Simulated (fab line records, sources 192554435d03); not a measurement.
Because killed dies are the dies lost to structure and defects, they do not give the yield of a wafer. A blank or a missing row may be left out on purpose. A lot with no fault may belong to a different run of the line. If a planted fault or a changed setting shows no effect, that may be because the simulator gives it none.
Split-lot trial    flow n5Finfet    7 lots, 39 wafers read, on a route of 1938 steps

## SPLIT DETAILS
At N5_SD_EPI_P_ETCH_36 (etches SiARC in CF4, target depth 45.5 nm, time 75.8 s), the setting biasW was moved away from the recipe's 36 W on 15 of the 39 wafers read, by -12.7% to +13.5%. For the rest of the wafers, this setting stayed at what the recipe calls for.

The reading comes from the split's own step.

## THE READING
rfVppV, in V, at N5_SD_EPI_P_ETCH_36 (etches SiARC in CF4, target depth 45.5 nm, time 75.8 s). Fault-free wafers of this fab line usually give 184.1 V, standard deviation 1 V.

wafer   tool, chamber at the split  biasW as run, W  against the recipe  rfVppV, V  against lot-mates on the recipe
L079.1  rieDiel-05, 0               36               recipe              183.5      -
L079.4  rieDiel-05, 2               36               recipe              185.9      -
L079.5  rieDiel-05, 3               36               recipe              182.8      -
L085.1  rieDiel-04, 2               38.95            +8.2%               195.9      +12.1
L085.2  rieDiel-04, 1               36               recipe              185.1      -
L085.3  rieDiel-04, 3               38.95            +8.2%               192.7      +8.9
L085.4  rieDiel-04, 0               36               recipe              182.6      -
L085.5  rieDiel-04, 3               36               recipe              183.6      -
L085.6  rieDiel-04, 0               38.95            +8.2%               191.9      +8.1
L086.1  rieDiel-04, 1               40.35            +12.1%              199.0      +15.5
L086.2  rieDiel-04, 2               36               recipe              184.0      -
L086.3  rieDiel-04, 3               40.35            +12.1%              197.1      +13.6
L086.4  rieDiel-04, 0               36               recipe              183.3      -
L086.5  rieDiel-04, 0               36               recipe              183.1      -
L086.6  rieDiel-04, 1               40.35            +12.1%              198.1      +14.6
L092.1  rieDiel-02, 0               36               recipe              184.0      -
L092.2  rieDiel-02, 1               40.87            +13.5%              198.2      +13.7
L092.3  rieDiel-02, 2               36               recipe              184.3      -
L092.4  rieDiel-02, 0               40.87            +13.5%              198.6      +14.1
L092.5  rieDiel-02, 1               40.87            +13.5%              199.7      +15.2
L092.6  rieDiel-02, 2               36               recipe              185.2      -
L094.1  rieDiel-04, 3               31.43            -12.7%              168.2      -15.9
L094.2  rieDiel-04, 2               36               recipe              183.5      -
L094.3  rieDiel-04, 1               31.43            -12.7%              170.5      -13.6
L094.4  rieDiel-04, 0               31.43            -12.7%              168.1      -16.0
L094.5  rieDiel-04, 1               36               recipe              185.1      -
L094.6  rieDiel-04, 2               36               recipe              183.7      -
L096.1  rieDiel-05, 1               36               recipe              184.5      -
L096.2  rieDiel-05, 0               36               recipe              186.1      -
L096.3  rieDiel-05, 3               31.83            -11.6%              169.1      -16.1
L096.4  rieDiel-05, 2               31.83            -11.6%              169.2      -16.0
L096.5  rieDiel-05, 1               31.83            -11.6%              171.0      -14.2
L096.6  rieDiel-05, 0               36               recipe              185.1      -
L097.1  rieDiel-02, 3               36               recipe              183.9      -
L097.2  rieDiel-02, 1               36               recipe              185.5      -
L097.3  rieDiel-02, 2               36               recipe              185.4      -
L097.4  rieDiel-02, 0               36               recipe              184.4      -
L097.5  rieDiel-02, 1               36               recipe              183.3      -
L097.6  rieDiel-02, 0               36               recipe              184.1      -

FIT RESULTS
A straight line over all 39 wafers: rfVppV changes by +1.16 V for each +1% of biasW; r = +0.99; the points scatter about the line by 1.1 V.
The same after taking each lot's own level away (the mean of its wafers on the recipe; 39 wafers): +1.19 V for each +1%; r = +0.99; scatter 1.2 V.
Per that fit: largest biasW move, reading shift of 16 V.
Measured against the standard deviation above, the lots' own levels, which go from 183.47 to 185.23 V, span 1.8 times it.
Hence the lot-to-lot level has little effect on the slope; both slopes agree.
Check: with one of the wafers moved furthest among these (+13.5%) left out of the fit, the line predicts +16.1 V for it against its lot-mates. It came out at +13.7 V against them.
Tool readings at the split's step, against how far the setting was moved: rfVppV r = +0.99.

## FURTHER SPLITS ON THESE WAFERS
Note: prior to the reading, these wafers also went through further splits. Each is held against what the fit with the lots' levels taken away leaves over:
other split on the same wafers      wafers away from the commonest value  r with rfVppV (lot level and that fit taken away)
N5_DUMMY_GATE_EXPOSE_12 doseMj      18                                    +0.13
N5_DUMMY_GATE_ETCH_31 targetDepthA  12                                    +0.08

## FILE'S OWN FIT
rfVppV changes by +1.19 V for each +1% of biasW, r = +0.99.
